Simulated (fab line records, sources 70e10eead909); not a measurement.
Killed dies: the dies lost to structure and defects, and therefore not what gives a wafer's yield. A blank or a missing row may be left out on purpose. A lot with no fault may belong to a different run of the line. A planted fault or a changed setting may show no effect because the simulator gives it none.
fab line records	flow nandHarc
[record] lots = 6	wafers = 18	lastDay = 34
route steps=1302 shown A_CONTACT@1090 END@1302
lots that met no fault: taken from a fault-free run of the same line
startH: the number of hours between the record's first day and the start of the first shown wafer of the lot	waitH: hours elapsed since this lot's preceding step	" identical to the entry in the row above	L1.1+2: a row that stands for several wafers	- no value present, or no start provided	* or withheld: withheld	< > ~ a bound
route shown NAME@n: a module of which the file shows steps, and the number in the route of the first	usual: mean and standard deviation over wafers with no fault	same: alike in all rows	chamber/n: place in a boat	sites: the reading at each site	_std_site: the standard deviation of these	_edge_site: the outer-site mean with the inner-site mean subtracted	radiusMm: for every site, how far away it sits from the centre of the wafer	mask NAME#n: copy n	behind: the most recent tool/chamber to have shaped the wafer	hold: why the lot was held/for how many hours/how that ended	device: the transistor (n, p or np) that didn't switch	end of line: at the end of the route, the tests of the same wafers	a step without rows: its recipe alone	killed: at the first sort, the dies lost to defects and structure; wafer yield is something else	map: a wafer's dies, marking killed ones x, the rest . and places with no die _
set.NAME: setting as actually run; set.NAME@STEP: the setting as run at that earlier step	model.NAME: the simulator's own value behind a step, which no gauge read
lots at some steps of the route; a table a step, a row a wafer
services: from which hour (startH, from the record's first day; less than 0 if before it) a tool's chamber was out of use, for how many hours, and why
[[steps]]
[step NHARC_A_CONTACT_ETCH_138]
[recipe] sourceW = withheld	pressureMtorr = 20	biasV = 1200	timeS = 311	targetDepthA = 19140	arFlowSccm = withheld	c4f8FlowSccm = withheld	o2FlowSccm = withheld	chemistry = C4F8/O2/Ar
[step NHARC_A_CONTACT_ETCH_139]
[recipe] sourceW = withheld	pressureMtorr = 20	biasV = 400	timeS = 195	targetDepthA = 8400	arFlowSccm = withheld	c4f8FlowSccm = 11.5	o2FlowSccm = 7.2	chemistry = C4F8/O2/Ar
lot.wafer	tool	chamber	startH	waitH	rfHoursCounterH
L270.2	harCapEtch-01	0	544.19	0.2	8
L270.4	"	0	"	"	-
L270.3	"	1	"	"	-
L277.4	harCapEtch-01	1	624.86	0.2	-
L277.3	"	0	"	"	-
L277.5	"	1	"	"	-
L278.4	harCapEtch-02	0	628.70	0.2	-
L278.5	"	1	"	"	-
L278.6	"	0	"	"	-
L280.2	harCapEtch-02	1	647.68	0.2	113
L280.1	"	0	"	"	113
L280.4	"	1	"	"	-
L288.2	harCapEtch-03	1	724.82	0.3	85
L288.3	"	1	"	"	-
L288.6	"	0	"	"	-
L290.2	harCapEtch-03	0	763.73	0.3	91
L290.1	"	1	"	"	91
L290.4	"	1	"	"	-
[step NHARC_A_CONTACT_ETCH_92]
[recipe] targetDepthA = 400	overEtchFrac = 0.5	timeS = 85.7	ionEnergyEv = 120	ch3fFlowSccm = 50	o2FlowSccm = 30	arFlowSccm = 200	rfW = 500	biasW = 100	chemistry = CH3F/O2
[usual] ch3fFlowSccm = 50.02/0.16	drypumpMotorCurrentA = 5.5/0.43	o2FlowSccm = 29.99/0.097	oesProductAu = 0.930/0.027	rfVppV = 244.0/2	showerheadPlenumPTorr = 2.43/0.13	throttleValvePct = 20.662/0.0093
lot.wafer	tool	chamber	startH	waitH	ch3fFlowSccm	drypumpMotorCurrentA	o2FlowSccm	oesProductAu	rfHoursCounterH	rfVppV	showerheadPlenumPTorr	throttleValvePct
L270.4	rieDiel-06	1	544.75	0.4	50.32	5.3	30.03	0.897	9	242.5	2.40	20.647
L270.2	"	2	"	"	50.06	6.0	29.86	0.924	9	243.2	2.32	20.672
L270.3	"	3	"	"	50.22	5.6	29.97	0.931	8	243.5	2.32	20.655
L277.3	rieDiel-06	1	625.34	0.4	50.18	5.3	30.03	0.897	21	243.4	2.39	20.660
L277.4	"	2	"	"	49.98	6.0	30.02	0.914	22	242.7	2.32	20.670
L277.5	"	1	"	"	50.02	5.3	30.03	0.903	-	242.7	2.39	20.673
L278.4	rieDiel-06	3	629.12	0.4	49.94	5.6	30.04	0.934	23	242.9	2.32	20.656
L278.5	"	3	"	"	49.65	5.6	30.03	0.921	-	242.4	2.32	20.675
L278.6	"	0	"	"	50.04	4.9	30.02	0.916	-	245.2	2.64	20.658
L280.2	rieDiel-07	3	648.24	0.5	49.79	5.5	30.06	0.918	67	243.0	2.26	20.647
L280.1	"	0	"	"	49.98	4.9	29.94	0.921	63	243.4	2.38	20.661
L280.4	"	1	"	"	49.94	6.3	30.02	0.911	66	245.4	2.48	20.657
L288.3	rieDiel-07	3	725.48	0.5	50.19	5.5	29.77	0.915	23	247.3	2.65	20.668
L288.2	"	1	"	"	50.02	6.2	29.92	0.934	21	244.3	2.47	20.676
L288.6	"	3	"	"	50.19	5.5	29.82	0.922	-	247.2	2.65	20.646
L290.1	rieDiel-06	1	764.37	0.5	49.89	5.3	30.09	0.908	15	244.0	2.39	20.662
L290.2	"	3	"	"	50.18	5.6	29.88	0.923	17	244.2	2.31	20.675
L290.4	"	3	"	"	49.96	5.6	29.86	0.926	-	241.4	2.31	20.675
[step NHARC_A_CONTACT_ETCH_98]
[recipe] targetDepthA = 200	overEtchFrac = 0.5	timeS = 10	ionEnergyEv = 250	c4f6FlowSccm = 25	o2FlowSccm = 20	arFlowSccm = 500	rfW = 600	biasW = 500	chemistry = C4F6/O2
[usual] drypumpMotorCurrentA = 5.5/0.44	o2FlowSccm = 20.00/0.062	oesProductAu = 0.948/0.021	rfVppV = 546/4.1	showerheadPlenumPTorr = 3.89/0.2	throttleValvePct = 26.904/0.009
lot.wafer	tool	chamber	startH	waitH	drypumpMotorCurrentA	o2FlowSccm	oesProductAu	rfHoursCounterH	rfVppV	showerheadPlenumPTorr	throttleValvePct
L270.4	rieDiel-06	2	-	-	6.0	19.98	0.939	9	542	3.72	26.907
L270.3	"	3	"	"	5.6	19.96	0.939	8	543	3.72	26.905
L270.2	"	0	"	"	5.0	20.05	0.946	9	553	4.20	26.896
L277.4	rieDiel-06	0	-	-	4.9	20.00	0.940	19	552	4.20	26.912
L277.3	"	2	"	"	6.0	19.97	0.925	22	543	3.71	26.910
L277.5	"	0	"	"	5.0	19.99	0.950	-	551	4.20	26.898
L278.4	rieDiel-06	2	-	-	6.0	20.07	0.957	23	543	3.71	26.892
L278.6	"	1	"	"	5.3	19.97	0.940	-	545	3.83	26.913
L278.5	"	2	"	"	6.0	20.10	0.945	-	542	3.71	26.903
L280.4	rieDiel-07	3	-	-	5.6	19.97	0.950	67	541	3.63	26.916
L280.1	"	0	"	"	4.9	19.95	0.934	63	544	3.80	26.889
L280.2	"	2	"	"	5.2	20.01	0.941	68	551	4.11	26.910
L288.3	rieDiel-07	1	-	-	6.2	19.89	0.945	21	547	3.94	26.895
L288.2	"	2	"	"	5.2	19.93	0.940	21	551	4.10	26.914
L288.6	"	0	"	"	4.9	20.03	0.940	-	542	3.79	26.903
L290.2	rieDiel-06	1	764.54	0.1	5.4	19.96	0.932	15	546	3.82	26.911
L290.1	"	3	"	"	5.6	19.97	0.958	17	543	3.70	26.917
L290.4	"	1	"	"	5.3	20.03	0.933	-	545	3.82	26.891
[step NHARC_A_CONTACT_CD_MEAS_15]
[usual] cdNm = 190.0/0.48
lot.wafer	tool	chamber	startH	waitH	cdNm
L270.2	cdSem-02	-	544.97	-	189.8
L270.3	"	-	"	"	190.3
L270.4	"	-	"	"	190.3
L277.3	cdSem-03	-	625.55	-	190.4
L277.4	"	-	"	"	190.2
L277.5	"	-	"	"	190.0
L278.4	cdSem-02	-	629.35	-	190.0
L278.5	"	-	"	"	189.8
L278.6	"	-	"	"	189.7
L280.1	cdSem-02	-	648.45	-	189.9
L280.2	"	-	"	"	190.0
L280.4	"	-	"	"	190.2
L288.2	cdSem-03	-	725.68	-	189.3
L288.3	"	-	"	"	189.4
L288.6	"	-	"	"	189.6
L290.1	cdSem-02	-	764.63	-	190.0
L290.2	"	-	"	"	189.6
L290.4	"	-	"	"	189.3
[step NHARC_A_CONTACT_STRIP_107]
[recipe] n2FlowSccm = 150	h2FlowSccm = 150	arFlowSccm = 0	biasW = 0	chemistry = N2/H2
[step NHARC_A_CONTACT_STRIP_108]
[recipe] cf4FlowSccm = 100	chf3FlowSccm = 30	arFlowSccm = 0	biasW = 0	chemistry = CF4/CHF3
[step NHARC_A_CONTACT_STRIP_109]
[recipe] o2FlowSccm = 400	cosFlowSccm = 20	arFlowSccm = 0	biasW = 0	chemistry = O2/COS
[step NHARC_A_CONTACT_ETCH_110]
[recipe] targetDepthA = 600	overetchA = 60	timeS = 33	ionEnergyEv = 100	cf4FlowSccm = 80	o2FlowSccm = 20	arFlowSccm = 0	rfW = 300	biasW = 100	chemistry = CF4/O2
[usual] drypumpMotorCurrentA = 5.5/0.45	o2FlowSccm = 19.99/0.062	oesProductAu = 0.996/0.0098	rfVppV = 197.6/1.7	showerheadPlenumPTorr = 1.33/0.071	throttleValvePct = 13.397/0.0089
lot.wafer	tool	chamber	startH	waitH	drypumpMotorCurrentA	o2FlowSccm	oesProductAu	rfHoursCounterH	rfVppV	showerheadPlenumPTorr	throttleValvePct
L270.2	rieDiel-11	0	545.30	0.1	5.3	20.11	1.016	34	198.0	1.26	13.400
L270.3	"	2	"	"	6.0	19.98	1.004	39	198.5	1.41	13.395
L270.4	"	2	"	"	6.0	20.00	1.005	-	198.6	1.41	13.401
L277.4	rieDiel-07	1	625.84	0.1	6.3	19.91	1.005	56	200.0	1.35	13.412
L277.3	"	2	"	"	5.2	19.94	0.996	58	197.8	1.41	13.421
L277.5	"	2	"	"	5.2	19.95	0.994	-	199.4	1.41	13.403
L278.4	rieDiel-11	1	629.68	0.1	6.4	20.01	1.027	3	200.5	1.42	13.400
L278.6	"	2	"	"	6.0	20.06	0.996	-	200.5	1.40	13.394
L278.5	"	3	"	"	5.5	19.99	0.997	-	198.5	1.37	13.399
L280.2	rieDiel-06	0	648.75	0.1	5.0	19.99	0.988	21	200.0	1.43	13.402
L280.1	"	1	"	"	5.3	19.89	0.972	23	196.9	1.30	13.400
L280.4	"	2	"	"	6.0	20.03	0.997	24	196.3	1.26	13.390
L288.3	rieDiel-06	0	725.97	0.1	4.9	19.94	1.005	10	199.6	1.43	13.382
L288.2	"	1	"	"	5.3	19.98	0.990	9	196.6	1.30	13.391
L288.6	"	0	"	"	4.9	20.03	1.005	-	200.6	1.43	13.396
L290.2	rieDiel-11	3	764.92	0.1	5.5	20.14	0.999	56	198.5	1.36	13.410
L290.1	"	0	"	"	5.3	20.02	1.001	49	195.6	1.25	13.395
L290.4	"	2	"	"	6.0	19.87	1.009	43	199.5	1.40	13.406
[step NHARC_A_CONTACT_STRIP_26]
[recipe] o2FlowSccm = 500	arFlowSccm = 0	biasW = 0	chemistry = O2
[usual] drypumpMotorCurrentA = 5.5/0.46	o2FlowSccm = 499.7/1.4	oesProductAu = 0.996/0.0099	rfVppV = 57.7/0.93	showerheadPlenumPTorr = 3.52/0.18	throttleValvePct = 17.036/0.0095
lot.wafer	tool	chamber	startH	waitH	drypumpMotorCurrentA	o2FlowSccm	oesProductAu	rfHoursCounterH	rfVppV	showerheadPlenumPTorr	throttleValvePct
L270.2	rieDiel-11	2	-	-	6.0	496.8	0.995	39	58.1	3.71	17.014
L270.3	"	3	"	"	5.5	498.3	0.992	40	57.7	3.63	17.033
L270.4	"	3	"	"	5.5	500.2	1.009	-	58.3	3.63	17.045
L277.3	rieDiel-07	0	-	-	4.9	498.6	0.982	54	58.0	3.42	17.039
L277.4	"	1	"	"	6.3	497.8	1.000	56	57.4	3.56	17.021
L277.5	"	2	"	"	5.2	500.2	0.997	-	57.0	3.71	17.039
L278.4	rieDiel-11	2	-	-	6.0	499.5	1.003	3	57.1	3.70	17.039
L278.5	"	2	"	"	6.0	498.9	1.008	-	57.4	3.70	17.034
L278.6	"	3	"	"	5.5	497.4	1.003	-	57.8	3.61	17.034
L280.1	rieDiel-06	0	-	-	4.9	501.2	0.987	21	59.1	3.78	17.024
L280.2	"	1	"	"	5.3	499.6	0.990	23	56.8	3.44	17.039
L280.4	"	2	"	"	6.0	502.6	1.004	24	57.7	3.33	17.039
L288.2	rieDiel-06	3	-	-	5.6	499.7	1.005	10	56.7	3.32	17.055
L288.3	"	2	"	"	6.0	498.7	1.003	9	57.9	3.33	17.035
L288.6	"	3	"	"	5.6	497.5	1.012	-	56.3	3.33	17.055
L290.1	rieDiel-11	1	-	-	6.4	499.5	1.009	59	57.8	3.70	17.029
L290.2	"	2	"	"	6.0	500.0	0.998	43	57.2	3.68	17.036
L290.4	"	3	"	"	5.5	495.6	1.001	56	59.5	3.58	17.034
[step NHARC_A_CONTACT_STRIP_27]
[recipe] timeS = 600	tempC = 30	chemistry = postEtchResidueRemover
[step NHARC_A_CONTACT_ALD_18]
[recipe] targetThkA = 30	pulseTimeS = 1	aldCycles = 150	tempC = 450	material = TiN
[step NHARC_A_CONTACT_CVD_19]
[recipe] targetThkA = 3000	tempC = 300	pressureTorr = 40	wf6FlowSccm = 40	h2FlowSccm = 1600	arFlowSccm = 1560	timeS = 802	material = W
[usual] heaterPowerOuterW = 269/21	heaterPowerW = 485/30	susceptorTempC = 300.01/0.21	throttleValvePct = 8.0/0.37
lot.wafer	tool	chamber	startH	waitH	heaterPowerOuterW	heaterPowerW	susceptorTempC	throttleValvePct
L270.2	cvdW-01	1	546.32	-	270	507	-	7.8
L270.4	"	0	"	"	241	445	-	8.5
L270.3	"	1	"	"	269	489	-	7.5
L277.3	cvdW-02	1	626.93	-	289	514	299.72	8.0
L277.4	"	0	"	"	252	476	299.95	7.8
L277.5	"	0	"	"	250	465	300.02	8.3
L278.4	cvdW-02	1	631.15	-	297	500	-	8.0
L278.5	"	0	"	"	259	465	-	8.0
L278.6	"	1	"	"	305	490	-	7.8
L280.2	cvdW-02	0	649.59	-	262	490	299.95	8.0
L280.1	"	1	"	"	294	498	300.17	7.5
L280.4	"	1	"	"	300	503	299.86	7.6
L288.2	cvdW-01	0	726.82	-	249	449	300.15	8.7
L288.3	"	0	"	"	252	459	300.03	8.3
L288.6	"	1	"	"	281	503	299.67	7.8
L290.1	cvdW-01	0	765.76	-	251	437	-	8.5
L290.2	"	1	"	"	299	552	-	7.6
L290.4	"	0	"	"	245	439	-	8.1
[step NHARC_A_CONTACT_CMP_20]
[recipe] tOverpolishS = 30	targetThkNm = 300
[usual] motorCurrentA = 12.1/1.1	overpolishRunS = 30.000/0.0092	slurryFlowMlMin = 150.0/0.45	timeToEndpointS = 60/3.5
lot.wafer	tool	chamber	startH	waitH	motorCurrentA	overpolishRunS	slurryFlowMlMin	timeToEndpointS
L270.4	cmp-01	1	547.08	0.5	12.3	29.995	149.1	60
L270.3	"	2	"	"	10.7	29.998	149.9	61
L270.2	"	0	"	"	12.6	30.006	149.6	59
L277.3	cmp-01	3	627.63	0.6	11.6	30.013	150.1	61
L277.4	"	0	"	"	12.4	30.000	150.5	61
L277.5	"	1	"	"	12.6	30.003	149.7	62
L278.4	cmp-04	0	631.69	0.4	11.8	29.996	150.0	66
L278.6	"	3	"	"	11.8	30.009	149.5	58
L278.5	"	0	"	"	12.5	29.983	149.8	35
L280.4	cmp-01	2	650.48	0.4	10.8	30.002	149.6	60
L280.2	"	3	"	"	11.2	29.991	149.7	26
L280.1	"	0	"	"	12.3	29.999	150.5	59
L288.3	cmp-02	0	727.74	0.5	13.3	29.996	149.8	60
L288.2	"	2	"	"	12.1	29.999	149.8	64
L288.6	"	3	"	"	10.8	30.010	149.7	62
L290.1	cmp-02	3	766.66	0.8	10.2	30.005	150.0	59
L290.4	"	0	"	"	13.4	29.993	148.9	62
L290.2	"	1	"	"	11.3	29.992	149.8	58
[step NHARC_END_SORT_01]
[recipe] tempC = 25
[usual] killedAtArray = 61/20	killedAtOther = 0.9/1.1	killedAtPeriphery = 3.7/2.5	killedDies = 65/21	killedOpen = 3.3/1.8	killedShort = 2.3/1.5
[same] grossDies = 677
lot.wafer	tool	chamber	startH	waitH	killedAtArray	killedAtOther	killedAtPeriphery	killedDies	killedOpen	killedShort
L270.2	prober-01	0	592.18	2.8	33	1	5	39	2	0
L270.3	prober-01	0	592.99	3.1	46	1	7	54	4	2
L270.4	prober-01	0	593.80	3.4	43	0	3	46	1	2
// killed by level:class
L270.2 A_SLIT:chamberFilmFlake=20 A_CHANNEL_HOLE_D2:chamberFilmFlake=6 A_CHANNEL_HOLE_D1:chamberFilmFlake=4 P_STI:chamberFilmFlake=3 P_M0:geometricParticle:open=1 A_BLC:geometricParticle:open=1 P_ZERO_WELL:chamberFilmFlake=1 A_DECK1_JOINT:chamberFilmFlake=1
L270.3 A_SLIT:chamberFilmFlake=25 A_CHANNEL_HOLE_D2:chamberFilmFlake=9 P_ZERO_WELL:chamberFilmFlake=2 P_STI:chamberFilmFlake=2 P_M0:chamberFilmFlake=2 A_ZERO_WELL:chamberFilmFlake=2 A_CHANNEL_HOLE_D1:chamberFilmFlake=2 P_M2:geometricParticle:open=1
L270.4 A_SLIT:chamberFilmFlake=25 A_CHANNEL_HOLE_D2:chamberFilmFlake=8 A_CHANNEL_HOLE_D1:chamberFilmFlake=3 P_STI:chamberFilmFlake=2 A_WL_FILL:chamberFilmFlake=2 P_M0:geometricParticle:open=1 A_CHANNEL_FILL_D2:geometricParticle:short=1 A_WL_FILL:geometricParticle:short=1
[[services]]
tool	chamber	startH	hours	kind
cmp-02	-	526.50	4.0	pm
cmp-01	-	533.89	2.3	repair
cvdW-01	-	547.00	13.0	pm
cmp-02	-	553.09	1.6	repair
rieDiel-11	2	564.00	30.2	repair
rieDiel-07	2	577.42	6.4	repair
cmp-01	-	577.50	4.0	pm
cvdW-01	-	581.14	2.6	repair
rieDiel-06	0	600.53	8.0	repair
rieDiel-11	1	609.25	2.6	repair
rieDiel-11	-	614.22	9.0	pm
cmp-01	-	614.27	1.3	repair
cvdW-01	-	623.07	0.4	repair
cvdW-02	-	625.21	0.8	repair
cvdW-02	-	631.52	13.0	pm
rieDiel-07	-	649.29	9.0	pm
rieDiel-06	-	661.23	9.0	pm
rieDiel-11	0	666.53	5.0	repair
cmp-01	-	675.50	4.0	pm
rieDiel-11	2	724.01	20.3	repair
cvdW-01	-	728.00	13.0	pm
rieDiel-11	0	730.90	4.9	repair
rieDiel-06	2	743.08	4.0	repair
rieDiel-06	0	755.14	10.5	repair
[[key]]
[firstSign] step = NHARC_A_CONTACT_CMP_20	reading = timeToEndpointS	direction = down	sigmas = 8.4	usual = *	struck = *
effect none on later readings
metAt NHARC_A_CONTACT_CVD_19
struckWafers L278.5,L280.2
testerLeftOut L278,L280
onsetBetween 626.93 631.15
[fault] kind = processParameterDrift	tool = cvdW-02	chamber = 0	onsetH = 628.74	steps = NHARC_A_CONTACT_CVD_19	channel = targetThkA	offset = *	shape = step	endH = 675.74	actsIn = *	stated = *
// testerLeftOut: of these lots the tester's yield and bins aren't shown, on N5 and GAA mostly nor the transistor test; their killed dies are dies lost to structure and defects alone, not to doping, threshold or leakage, so they don't give the yield
